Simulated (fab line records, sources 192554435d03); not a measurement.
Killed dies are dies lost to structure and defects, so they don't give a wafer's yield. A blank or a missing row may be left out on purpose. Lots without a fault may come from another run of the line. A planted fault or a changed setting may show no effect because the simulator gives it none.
fab line records | flow n5_finfet | part 1 of 2: steps 1 to 19 of 29
record lots=5 wafers=15 last_day=16
route steps=1938 shown BEOL_M2@851
lots that met no fault: from a run of the same line without faults
start_h: hours from the record's first day to the start of the lot's first wafer shown | wait_h: hours since the lot's step before | " the same as in the row above | L1.1+2: a row that stands for several wafers | - no value, or no start given | * or withheld: withheld | < > ~ a bound
route shown NAME@n: a module of which the file shows steps, and the number in the route of the first | usual: mean/standard deviation of fault-free wafers | same: alike in all rows | chamber/n: place in a boat | sites: the reading at each site | _std_site: their standard deviation | _edge_site: outer sites' mean less inner sites' | radius_mm: how far each site lies from the wafer's centre | mask NAME#n: copy n | behind: the tool/chamber that last shaped the wafer | hold: why the lot was held/for how many hours/how that ended | device: the transistor (n, p or np) that didn't switch | end of line: the same wafers' tests at the end of the route | a step without rows: its recipe alone | killed: dies lost to structure and defects at the first sort, not the wafer's yield | map: a wafer's dies, x killed, . not, _ none there
set.NAME: the setting as run; set.NAME@STEP: as run at that earlier step | model.NAME: the simulator's own value behind a step, which no gauge read
lots at some steps of the route; a table a step, a row a wafer
services: from which hour (start_h, from the record's first day; less than 0 if before it) a tool's chamber was out of use, for how many hours, and why
## steps
# step N5_BEOL_M2_EXPOSE_08
# recipe mask_id=M2 na=0.33 source_shape=dipole sigma_inner=0.369 sigma_outer=0.767 polarization=unpolarized dose_mj=41.25
# usual exposure_dose_mJ_cm2=41.4/0.43 stage_msd_nm=0.799/0.022
# columns lot.wafer tool chamber start_h wait_h mask exposure_dose_mJ_cm2 stage_msd_nm
L075.2 euv_scanner-01 0 137.08 - M2#0 41.2 0.780
L075.3 " 0 " " M2#0 41.2 0.784
L075.4 " 0 " " M2#0 41.2 0.783
L079.1 euv_scanner-01 0 161.31 - M2#0 41.2 0.786
L079.3 " 0 " " M2#0 41.2 0.784
L079.5 " 0 " " M2#0 41.2 0.784
L083.2 euv_scanner-02 0 188.46 - M2#0 42.1 0.838
L083.4 " 0 " " M2#0 42.1 0.834
L083.6 " 0 " " M2#0 42.1 0.835
L091.3 euv_scanner-02 0 236.19 - M2#0 42.0 0.828
L091.4 " 0 " " M2#0 42.1 0.827
L091.5 " 0 " " M2#0 42.0 0.831
L093.1 euv_scanner-02 0 247.58 - M2#0 42.1 0.830
L093.3 " 0 " " M2#0 42.1 0.825
L093.6 " 0 " " M2#0 42.1 0.829
# step N5_BEOL_M2_PEB_09
# recipe peb_temp_c=100 peb_time_s=60 resist=CAR-EUV
# columns lot.wafer tool chamber start_h wait_h
L075.2+3+4 litho_track-01 0 137.14 0.1
L079.1+3+5 litho_track-05 0 161.37 0.1
L083.2+4+6 litho_track-04 0 188.52 0.1
L091.3+4+5 litho_track-04 0 236.25 0.0
L093.1+3+6 litho_track-04 0 247.65 0.1
# step N5_BEOL_M2_DEVELOP_10
# recipe develop_time_s=30 developer=TMAH resist=CAR-EUV rinse_liquid=surfactant_rinse dry=air_spin dev_temp_c=23
# usual developer_temp_C=23.00/0.1
# columns lot.wafer tool chamber start_h wait_h developer_temp_C
L075.2 litho_track-01 0 - - 23.02
L075.3 " 0 " " 22.95
L075.4 " 0 " " 23.17
L079.1 litho_track-05 0 - - 22.81
L079.3 " 0 " " 23.07
L079.5 " 0 " " 23.01
L083.2 litho_track-04 0 - - 23.06
L083.4 " 0 " " 23.11
L083.6 " 0 " " 23.08
L091.3 litho_track-04 0 - - 22.96
L091.4 " 0 " " 22.78
L091.5 " 0 " " 22.83
L093.1 litho_track-04 0 - - 23.05
L093.3 " 0 " " 23.05
L093.6 " 0 " " 22.90
# step N5_BEOL_M2_CD_MEAS_11
# recipe target_cd_nm=16.79 landing_energy_ev=500 detector=se_inlens polarity=opening
# usual cd_nm=16.89/0.27
# columns lot.wafer tool chamber start_h wait_h cd_nm
L075.2 cd_sem-03 0 137.21 - 17.49
L075.3 " 0 " " 16.62
L075.4 " 0 " " 17.00
L079.1 cd_sem-03 0 161.44 - 16.90
L079.3 " 0 " " 17.18
L079.5 " 0 " " 17.21
L083.2 cd_sem-02 0 188.58 - 17.39
L083.4 " 0 " " 16.47
L083.6 " 0 " " 16.97
L091.3 cd_sem-03 0 236.31 - 17.12
L091.4 " 0 " " 16.67
L091.5 " 0 " " 17.28
L093.1 cd_sem-03 0 247.72 - 16.76
L093.3 " 0 " " 16.66
L093.6 " 0 " " 17.28
# step N5_BEOL_M2_OVL_MEAS_12
# recipe points_per_wafer=522
# usual M2_OVL=0.2/0.62
# columns lot.wafer tool chamber start_h wait_h M2_OVL[nm]
L075.2 overlay-01 0 137.25 0.0 0.7
L075.3 " 0 " " 1.4
L075.4 " 0 " " 0.8
L079.1 overlay-01 0 161.47 0.0 0.9
L079.3 " 0 " " 0.5
L079.5 " 0 " " 0.0
L083.2 overlay-02 0 188.62 0.0 -0.7
L083.4 " 0 " " 0.7
L083.6 " 0 " " -0.2
L091.3 overlay-01 0 236.35 0.0 -0.6
L091.4 " 0 " " -0.6
L091.5 " 0 " " 0.4
L093.1 overlay-01 0 247.75 0.0 0.3
L093.3 " 0 " " 0.2
L093.6 " 0 " " -0.1
# step N5_BEOL_M2_INSPECT_13
# recipe mode=adi inspect_instrument=brightfield
# usual raw_defect_count=406/91
# columns lot.wafer tool chamber start_h wait_h raw_defect_count
L075.2 defect_inspect-01 - 137.30 0.0 321
L075.3 " - " " 307
L075.4 " - " " 214
L079.1 defect_inspect-02 - 161.53 0.1 337
L079.3 " - " " 327
L079.5 " - " " 241
L083.2 defect_inspect-01 - 188.67 0.0 355
L083.4 " - " " 400
L083.6 " - " " 277
L091.3 defect_inspect-02 - 236.40 0.0 496
L091.4 " - " " 437
L091.5 " - " " 434
L093.1 defect_inspect-02 - 247.80 0.1 401
L093.3 " - " " 423
L093.6 " - " " 519
# step N5_BEOL_M2_DESCUM_16
# recipe chemistry=O2 time_s=7 source_power_w=50 bias_power_w=20 pressure_mtorr=20 rf_frequency_hz=2.712e+07 temp_c=40 resist=CAR-EUV o2_flow_sccm=225
# usual drypump_motor_current_A=5.7/0.32 oes_product_au=0.79/0.083 rf_vpp_V=243.4/1.2 showerhead_plenum_p_Torr=2.10/0.055 throttle_valve_pct=20.35/0.28
# columns lot.wafer tool chamber start_h wait_h drypump_motor_current_A oes_product_au rf_hours_counter_h rf_vpp_V showerhead_plenum_p_Torr throttle_valve_pct
L075.2 rie_diel-01 0 137.33 0.0 5.1 0.90 21 243.4 2.15 20.34
L075.3 " 2 " " 5.8 0.68 228 240.1 1.97 20.77
L075.4 " 1 " " 5.6 0.74 182 245.0 2.18 20.86
L079.1 rie_diel-01 1 161.56 0.0 5.5 0.75 190 244.3 2.18 20.88
L079.3 " 2 " " 5.8 0.68 236 241.1 1.96 20.79
L079.5 " 0 " " 5.2 0.88 - 245.6 2.15 20.36
L083.2 rie_diel-06 2 188.92 0.2 5.7 0.83 89 244.8 2.10 20.50
L083.4 " 2 " " 5.7 0.83 - 242.2 2.10 20.50
L083.6 " 0 " " 5.5 0.84 - 242.6 2.01 19.79
L091.3 rie_diel-04 0 236.43 0.0 6.2 0.86 63 243.5 2.13 20.22
L091.4 " 1 " " 5.4 0.68 230 242.8 2.08 20.38
L091.5 " 2 " " 5.5 0.69 - 244.6 2.12 19.99
L093.1 rie_diel-01 0 248.11 0.3 5.1 0.83 59 242.6 2.14 20.42
L093.3 " 2 " " 5.8 0.93 12 246.2 2.22 20.52
L093.6 " 2 " " 5.8 0.93 - 246.1 2.22 20.53
# step N5_BEOL_M2_ETCH_74
# recipe chemistry=N2/H2 target=underlayer target_depth_a=65 mask_material=CAR-EUV time_s=5.2 ion_energy_ev=200 pressure_mtorr=30 source_w=840 bias_w=150 n2_flow_sccm=200 h2_flow_sccm=200 ends=cleared
# usual drypump_motor_current_A=5.7/0.32 etch_rf_on_time_s=5.15/0.21 h2_flow_sccm=200.0/0.62 oes_product_au=0.68/0.071 rf_vpp_V=524.6/2.2 showerhead_plenum_p_Torr=2.57/0.075 throttle_valve_pct=17.82/0.24
# columns lot.wafer tool chamber start_h wait_h drypump_motor_current_A etch_rf_on_time_s h2_flow_sccm oes_product_au rf_hours_counter_h rf_vpp_V showerhead_plenum_p_Torr throttle_valve_pct
L075.2 rie_diel-01 0 137.37 0.0 5.1 4.98 199.9 0.77 21 524.9 2.64 17.90
L075.3 " 2 " " 5.9 5.43 199.1 0.57 228 520.1 2.41 18.29
L075.4 " 1 " " 5.5 5.35 200.1 0.63 182 528.5 2.65 18.36
L079.1 rie_diel-01 1 161.60 0.0 5.6 5.36 200.7 0.63 190 526.5 2.65 18.39
L079.3 " 2 " " 5.9 5.46 200.2 0.57 236 519.3 2.41 18.30
L079.5 " 0 " " 5.1 5.06 199.6 0.76 - 524.3 2.63 17.92
L083.2 rie_diel-06 2 188.96 0.0 5.7 4.84 199.4 0.73 89 526.5 2.55 17.88
L083.4 " 2 " " 5.7 4.83 199.7 0.73 - 525.0 2.55 17.87
L083.6 " 0 " " 5.6 5.33 200.7 0.70 - 523.6 2.51 17.71
L091.3 rie_diel-04 0 236.47 0.0 6.2 4.86 200.0 0.74 63 524.6 2.59 17.72
L091.4 " 1 " " 5.4 5.36 199.1 0.58 230 524.1 2.50 17.66
L091.5 " 2 " " 5.5 4.97 199.0 0.60 - 524.3 2.63 17.71
L093.1 rie_diel-01 0 248.14 0.0 5.1 5.01 200.2 0.72 59 525.1 2.62 17.96
L093.3 " 2 " " 5.9 5.44 200.4 0.79 12 528.5 2.72 17.98
L093.6 " 2 " " 5.8 5.43 199.9 0.78 - 528.6 2.72 17.98
# step N5_BEOL_M2_ETCH_63
# recipe chemistry=CF4 target=SiARC target_depth_a=156 mask_material=CAR-EUV time_s=26 ion_energy_ev=80 pressure_mtorr=40 source_w=545 bias_w=36 Ar_flow_sccm=100 cf4_flow_sccm=100 ends=cleared
# usual drypump_motor_current_A=5.7/0.32 etch_rf_on_time_s=25.8/1 oes_product_au=0.68/0.071 rf_vpp_V=184.4/1.1 showerhead_plenum_p_Torr=2.16/0.057 throttle_valve_pct=15.57/0.24
# columns lot.wafer tool chamber start_h wait_h drypump_motor_current_A etch_rf_on_time_s oes_product_au rf_hours_counter_h rf_vpp_V showerhead_plenum_p_Torr throttle_valve_pct
L075.2 rie_diel-01 0 137.38 0.0 5.1 24.9 0.78 21 185.0 2.19 15.43
L075.3 " 2 " " 5.9 27.4 0.58 228 183.3 2.05 16.14
L075.4 " 1 " " 5.6 26.7 0.64 182 184.6 2.21 15.91
L079.1 rie_diel-01 1 161.61 0.0 5.6 26.6 0.62 190 185.5 2.21 15.94
L079.3 " 2 " " 5.8 26.9 0.57 236 182.7 2.05 16.14
L079.5 " 0 " " 5.1 24.8 0.78 - 183.8 2.19 15.45
L083.2 rie_diel-06 2 188.97 0.0 5.6 24.4 0.73 89 183.3 2.18 15.81
L083.4 " 2 " " 5.6 24.4 0.72 - 184.4 2.18 15.81
L083.6 " 0 " " 5.5 27.0 0.70 - 183.7 2.09 15.19
L091.3 rie_diel-04 0 236.49 0.0 6.2 25.0 0.73 63 185.0 2.17 15.30
L091.4 " 1 " " 5.4 27.0 0.58 230 183.2 2.12 15.65
L091.5 " 2 " " 5.5 24.7 0.60 - 184.0 2.21 15.49
L093.1 rie_diel-01 0 248.16 0.0 5.1 24.8 0.73 59 185.0 2.18 15.53
L093.3 " 2 " " 5.8 27.1 0.78 12 185.7 2.29 15.72
L093.6 " 2 " " 5.9 27.2 0.79 - 185.6 2.29 15.73
# step N5_BEOL_M2_ETCH_64
# recipe chemistry=N2/H2 target=SOC target_depth_a=750 overetch_a=225 mask_material=SiARC temp_c=40 time_s=121.9 ion_energy_ev=200 pressure_mtorr=30 source_w=840 bias_w=150 n2_flow_sccm=200 h2_flow_sccm=200
# usual drypump_motor_current_A=5.7/0.33 h2_flow_sccm=200.0/0.55 oes_product_au=0.60/0.058 rf_vpp_V=524.4/2.1 showerhead_plenum_p_Torr=2.57/0.075 throttle_valve_pct=17.78/0.24
# columns lot.wafer tool chamber start_h wait_h drypump_motor_current_A h2_flow_sccm oes_product_au rf_hours_counter_h rf_vpp_V showerhead_plenum_p_Torr throttle_valve_pct
L075.2 rie_diel-01 0 137.41 0.0 5.1 198.8 0.68 21 525.3 2.64 17.87
L075.3 " 2 " " 5.8 199.5 0.53 228 519.5 2.41 18.27
L075.4 " 1 " " 5.6 199.5 0.57 182 526.8 2.65 18.32
L079.1 rie_diel-01 1 161.64 0.0 5.6 200.6 0.57 190 526.5 2.65 18.32
L079.3 " 2 " " 5.8 199.6 0.52 236 519.0 2.41 18.28
L079.5 " 0 " " 5.1 199.3 0.67 - 525.2 2.63 17.87
L083.2 rie_diel-06 2 189.00 0.0 5.6 198.9 0.62 89 524.7 2.55 17.81
L083.4 " 2 " " 5.7 199.9 0.62 - 524.1 2.55 17.82
L083.6 " 0 " " 5.5 199.9 0.63 - 521.3 2.51 17.68
L091.3 rie_diel-04 0 236.51 0.0 6.2 200.7 0.63 63 524.7 2.59 17.68
L091.4 " 1 " " 5.4 200.2 0.53 230 524.1 2.50 17.60
L091.5 " 2 " " 5.5 200.0 0.53 - 526.7 2.63 17.66
L093.1 rie_diel-01 0 248.19 0.0 5.2 199.8 0.63 59 525.5 2.62 17.93
L093.3 " 2 " " 5.9 199.8 0.71 13 529.6 2.72 17.96
L093.6 " 2 " " 5.8 199.8 0.71 - 528.6 2.72 17.95
# step N5_BEOL_M2_STRIP_65
# recipe chemistry=N2/H2 temp_c=40 n2_flow_sccm=200 h2_flow_sccm=200 rf_frequency_hz=6e+07
# columns lot.wafer tool chamber start_h wait_h
L075.2+3+4 rie_diel-01 0,2,1 137.52 0.1
L079.1+3+5 rie_diel-01 1,2,0 161.75 0.1
L083.2+4+6 rie_diel-06 2,2,0 189.11 0.1
L091.3+4+5 rie_diel-04 0,1,2 236.63 0.1
L093.1+3+6 rie_diel-01 0,2,2 248.30 0.1
# step N5_BEOL_M2_STRIP_75
# recipe chemistry=N2/H2 temp_c=40 n2_flow_sccm=200 h2_flow_sccm=200 rf_frequency_hz=6e+07
# columns lot.wafer tool chamber start_h wait_h
L075.2+3+4 rie_diel-01 0,2,1 137.53 0.0
L079.1+3+5 rie_diel-01 1,2,0 161.76 0.0
L083.2+4+6 rie_diel-06 2,2,0 189.12 0.0
L091.3+4+5 rie_diel-04 0,1,2 236.64 0.0
L093.1+3+6 rie_diel-01 0,2,2 248.31 0.0
# step N5_BEOL_M2_STRIP_66
# recipe chemistry=CF4 resist=SiARC power_w=300 bias_power_w=75 pressure_mtorr=50 cf4_flow_sccm=150 rf_frequency_hz=6e+07
# usual drypump_motor_current_A=5.7/0.32 oes_product_au=0.78/0.076 rf_vpp_V=271.3/1.2 showerhead_plenum_p_Torr=1.81/0.053 throttle_valve_pct=13.54/0.25
# columns lot.wafer tool chamber start_h wait_h drypump_motor_current_A oes_product_au rf_hours_counter_h rf_vpp_V showerhead_plenum_p_Torr throttle_valve_pct
L075.2 rie_diel-01 0 137.54 0.0 5.1 0.88 21 271.3 1.85 13.41
L075.3 " 2 " " 5.8 0.69 228 270.7 1.70 14.04
L075.4 " 1 " " 5.6 0.74 182 273.2 1.87 13.94
L079.1 rie_diel-01 1 161.77 0.0 5.6 0.73 190 272.4 1.87 13.97
L079.3 " 2 " " 5.8 0.68 236 270.4 1.70 14.09
L079.5 " 0 " " 5.1 0.87 - 270.7 1.85 13.47
L083.2 rie_diel-06 2 189.13 0.0 5.7 0.81 89 270.2 1.82 13.74
L083.4 " 2 " " 5.7 0.80 - 271.8 1.82 13.75
L083.6 " 0 " " 5.6 0.82 - 269.6 1.75 13.17
L091.3 rie_diel-04 0 236.65 0.0 6.2 0.83 63 272.3 1.82 13.28
L091.4 " 1 " " 5.4 0.68 230 270.8 1.78 13.64
L091.5 " 2 " " 5.4 0.69 - 273.2 1.85 13.50
L093.1 rie_diel-01 0 248.32 0.0 5.1 0.82 59 272.0 1.84 13.52
L093.3 " 2 " " 5.8 0.92 13 273.3 1.90 13.57
L093.6 " 2 " " 5.8 0.92 - 273.4 1.90 13.58
# step N5_BEOL_M2_HM_OPEN_17
# recipe chemistry=Cl2/BCl3 target_depth_a=200 overetch_a=60 target=TiN mask_material=SOC ion_energy_ev=150 pressure_mtorr=10 icp_w=1000 bias_w=126 Cl2_flow_sccm=53.25 bcl3_flow_sccm=21.75 Ar_flow_sccm=25
# usual drypump_motor_current_A=5.54/0.29 oes_product_au=0.72/0.073 throttle_valve_pct=22.26/0.18
# columns lot.wafer tool chamber start_h wait_h drypump_motor_current_A oes_product_au rf_hours_counter_h throttle_valve_pct
L075.2 rie_metal-02 1 137.58 0.0 5.58 0.67 38 22.09
L075.3 " 1 " " 5.60 0.68 - 22.08
L075.4 " 0 " " 5.36 0.77 - 22.21
L079.1 rie_metal-03 1 161.81 0.0 5.51 0.76 10 22.52
L079.3 " 1 " " 5.52 0.77 - 22.50
L079.5 " 0 " " 5.18 0.50 - 22.51
L083.2 rie_metal-03 1 189.20 0.1 5.54 0.76 - 22.52
L083.4 " 1 " " 5.52 0.75 - 22.50
L083.6 " 1 " " 5.57 0.76 - 22.52
L091.3 rie_metal-03 0 236.72 0.1 5.18 0.78 - 22.14
L091.4 " 1 " " 5.54 0.73 - 22.52
L091.5 " 0 " " 5.19 0.78 - 22.14
L093.1 rie_metal-02 1 248.37 0.0 5.57 0.66 46 22.11
L093.3 " 1 " " 5.57 0.65 - 22.11
L093.6 " 1 " " 5.57 0.65 - 22.09
# step N5_BEOL_M2_STRIP_19
# recipe chemistry=O2 power_w=400 temp_c=40 pressure_mtorr=30 rf_frequency_hz=6e+07 bias_power_w=0 overash_fraction=0.2 o2_flow_sccm=225
# usual drypump_motor_current_A=5.7/0.3 oes_product_au=0.80/0.079 rf_vpp_V=3.6/0.46 showerhead_plenum_p_Torr=2.10/0.055 throttle_valve_pct=16.58/0.26
# columns lot.wafer tool chamber start_h wait_h drypump_motor_current_A oes_product_au rf_hours_counter_h rf_vpp_V showerhead_plenum_p_Torr throttle_valve_pct
L075.2 rie_diel-06 3 137.70 0.1 6.0 0.83 84 2.9 2.12 16.45
L075.3 " 2 " " 5.7 0.86 69 3.6 2.11 16.70
L075.4 " 0 " " 5.5 0.85 37 3.9 2.02 16.08
L079.1 rie_diel-06 1 161.93 0.1 5.9 0.67 245 3.6 2.13 16.81
L079.3 " 2 " " 5.7 0.84 79 4.7 2.11 16.74
L079.5 " 3 " " 6.1 0.82 - 3.0 2.11 16.45
L083.2 rie_diel-06 0 189.62 0.4 5.6 0.84 53 2.9 2.02 16.10
L083.4 " 3 " " 6.0 0.82 - 3.5 2.11 16.48
L083.6 " 0 " " 5.5 0.83 - 4.6 2.02 16.10
L091.3 rie_diel-06 1 236.90 0.2 5.9 1.01 1 3.8 2.12 16.35
L091.4 " 0 " " 5.6 0.81 72 4.4 2.01 16.14
L091.5 " 1 " " 5.9 1.01 - 3.6 2.12 16.38
L093.1 rie_diel-04 3 248.48 0.1 6.2 0.77 103 4.2 2.03 16.54
L093.3 " 2 " " 5.5 0.69 218 3.5 2.12 16.31
L093.6 " 1 " " 5.4 0.68 - 4.1 2.08 16.70
# step N5_BEOL_M2_CD_MEAS_18
# recipe pitch_nm=36 target_cd_nm=18
# usual cd_nm=18.1/0.34
# columns lot.wafer tool chamber start_h wait_h cd_nm
L075.2 cd_sem-02 - 137.77 0.1 18.8
L075.3 " - " " 17.9
L075.4 " - " " 18.0
L079.1 cd_sem-02 - 162.00 0.0 18.8
L079.3 " - " " 18.3
L079.5 " - " " 18.3
L083.2 cd_sem-01 - 189.69 0.1 18.2
L083.4 " - " " 18.0
L083.6 " - " " 17.5
L091.3 cd_sem-01 - 236.97 0.1 18.6
L091.4 " - " " 18.3
L091.5 " - " " 18.8
L093.1 cd_sem-01 - 248.55 0.0 18.6
L093.3 " - " " 17.7
L093.6 " - " " 17.5
# step N5_BEOL_M2_COAT_67
# recipe resist=SOC temp_c=250 time_s=60 spin_rpm=1500 resist_thk_nm=60
# usual dispense_pressure_kPa=49/3.4
# columns lot.wafer tool chamber start_h wait_h dispense_pressure_kPa
L075.2 litho_track-01 0 137.80 0.0 53
L075.3 " 0 " " 53
L075.4 " 0 " " 53
L079.1 litho_track-01 0 162.03 0.0 53
L079.3 " 0 " " 53
L079.5 " 0 " " 53
L083.2 litho_track-05 0 189.72 0.0 45
L083.4 " 0 " " 45
L083.6 " 0 " " 45
L091.3 litho_track-05 0 237.00 0.0 44
L091.4 " 0 " " 45
L091.5 " 0 " " 45
L093.1 litho_track-04 0 248.58 0.0 48
L093.3 " 0 " " 48
L093.6 " 0 " " 48
# step N5_BEOL_M2_COAT_68
# recipe resist=SiARC temp_c=220 time_s=60 spin_rpm=1500 resist_thk_nm=12
# usual dispense_pressure_kPa=49/3.4
# columns lot.wafer tool chamber start_h wait_h dispense_pressure_kPa
L075.2 litho_track-01 0 - - 53
L075.3 " 0 " " 53
L075.4 " 0 " " 53
L079.1 litho_track-01 0 - - 53
L079.3 " 0 " " 53
L079.5 " 0 " " 53
L083.2 litho_track-05 0 - - 45
L083.4 " 0 " " 45
L083.6 " 0 " " 45
L091.3 litho_track-05 0 - - 45
L091.4 " 0 " " 45
L091.5 " 0 " " 45
L093.1 litho_track-04 0 - - 48
L093.3 " 0 " " 48
L093.6 " 0 " " 48
# step N5_BEOL_M2_COAT_76
# recipe resist=underlayer temp_c=205 time_s=60 spin_rpm=1500 resist_thk_nm=5
# usual dispense_pressure_kPa=49/3.4
# columns lot.wafer tool chamber start_h wait_h dispense_pressure_kPa
L075.2 litho_track-01 0 - - 53
L075.3 " 0 " " 53
L075.4 " 0 " " 53
L079.1 litho_track-01 0 - - 53
L079.3 " 0 " " 53
L079.5 " 0 " " 53
L083.2 litho_track-05 0 - - 45
L083.4 " 0 " " 45
L083.6 " 0 " " 45
L091.3 litho_track-05 0 - - 45
L091.4 " 0 " " 45
L091.5 " 0 " " 45
L093.1 litho_track-04 0 - - 48
L093.3 " 0 " " 48
L093.6 " 0 " " 48
